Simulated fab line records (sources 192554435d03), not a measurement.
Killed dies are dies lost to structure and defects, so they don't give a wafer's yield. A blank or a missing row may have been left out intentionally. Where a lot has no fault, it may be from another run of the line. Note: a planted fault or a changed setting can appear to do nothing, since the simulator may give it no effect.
Split-lot experiment | flow n5 finfet | 21 wafers read across 7 lots, on a route 1938 steps long

== THE SPLIT ITSELF ==
At N5_BEOL_M0_CUTY_COAT_50 (time 60 s, resist thk 15 nm), the setting spin rpm was moved away from the recipe's 1500 rpm on 8 of the 21 wafers read, by -9.3% to +9.8%. This setting was run at the recipe's value on the other wafers.

The split's own step is where the reading is taken.

== THE READING ==
SiARC_of_BEOL_M0_CUTY_COAT_50.thk nm (the simulator's own value, which no gauge read), in nm, at N5_BEOL_M0_CUTY_COAT_50 (time 60 s, resist thk 15 nm). No usual value for it is given in the file.

wafer  | tool, chamber at the split | spin rpm as run, rpm | against the recipe | SiARC_of_BEOL_M0_CUTY_COAT_50.thk nm, nm | against lot-mates on the recipe
L076.1 | litho track-03, 0          | 1360                 | -9.3%              | 15.8                                     | +0.8
L076.3 | litho track-03, 0          | 1500                 | recipe             | 15                                       | -
L076.5 | litho track-03, 0          | 1500                 | recipe             | 15                                       | -
L077.1 | litho track-03, 0          | 1500                 | recipe             | 15                                       | -
L077.2 | litho track-03, 0          | 1395                 | -7.0%              | 15.6                                     | +0.6
L077.6 | litho track-03, 0          | 1395                 | -7.0%              | 15.6                                     | +0.6
L079.4 | litho track-02, 0          | 1500                 | recipe             | 15                                       | -
L079.5 | litho track-02, 0          | 1500                 | recipe             | 15                                       | -
L079.6 | litho track-02, 0          | 1379                 | -8.1%              | 15.6                                     | +0.6
L081.1 | litho track-05, 0          | 1500                 | recipe             | 15                                       | -
L081.6 | litho track-05, 0          | 1500                 | recipe             | 15                                       | -
L081.5 | litho track-05, 0          | 1637                 | +9.1%              | 14.4                                     | -0.6
L082.2 | litho track-02, 0          | 1500                 | recipe             | 15                                       | -
L082.3 | litho track-02, 0          | 1500                 | recipe             | 15                                       | -
L082.5 | litho track-02, 0          | 1500                 | recipe             | 15                                       | -
L086.1 | litho track-05, 0          | 1500                 | recipe             | 15                                       | -
L086.2 | litho track-05, 0          | 1401                 | -6.6%              | 15.6                                     | +0.6
L086.4 | litho track-05, 0          | 1401                 | -6.6%              | 15.6                                     | +0.6
L087.1 | litho track-05, 0          | 1500                 | recipe             | 15                                       | -
L087.2 | litho track-05, 0          | 1500                 | recipe             | 15                                       | -
L087.4 | litho track-05, 0          | 1647                 | +9.8%              | 14.4                                     | -0.6

FIT RESULTS
A straight line over all 21 wafers: SiARC_of_BEOL_M0_CUTY_COAT_50.thk nm changes by -0.0758 nm for each +1% of spin rpm; r = -0.99; the points scatter about the line by 0.05 nm.
The same after taking each lot's own level away (the mean of its wafers on the recipe; 21 wafers): -0.0758 nm for each +1%; r = -0.99; scatter 0.05 nm.
According to that fit, moving spin rpm by its largest amount changes the reading by 0.74 nm.
The lots' own levels span 15.00 to 15.00 nm.
The two slopes agree, so the slope changes little with the lot-to-lot level.
Check: with one of the wafers moved furthest among these (+9.8%) left out of the fit, the line predicts -0.76 nm for it against its lot-mates. Against them it came out at -0.6 nm.

== FURTHER SPLITS ON THESE WAFERS ==
These wafers also went through other splits before the reading. Each is held against what the fit with the lots' levels taken away leaves over:
other split on the same wafers       | wafers away from the commonest value | r with SiARC_of_BEOL_M0_CUTY_COAT_50.thk nm (lot level and that fit taken away)
N5_GATE_CUT_EXPOSE_10 dose mj        | 5                                    | +0.31
N5_GATE_CUT_DESCUM_18 time s         | 8                                    | -0.12
N5_MOL_CONTACT_COAG_ETCH_67 source w | 4                                    | +0.22
N5_BEOL_M0_SAQP_EXPOSE_11 dose mj    | 9                                    | -0.13

== THE FILE'S OWN FIT ==
SiARC_of_BEOL_M0_CUTY_COAT_50.thk nm changes by -0.075 nm for each +1% of spin rpm, r = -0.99.
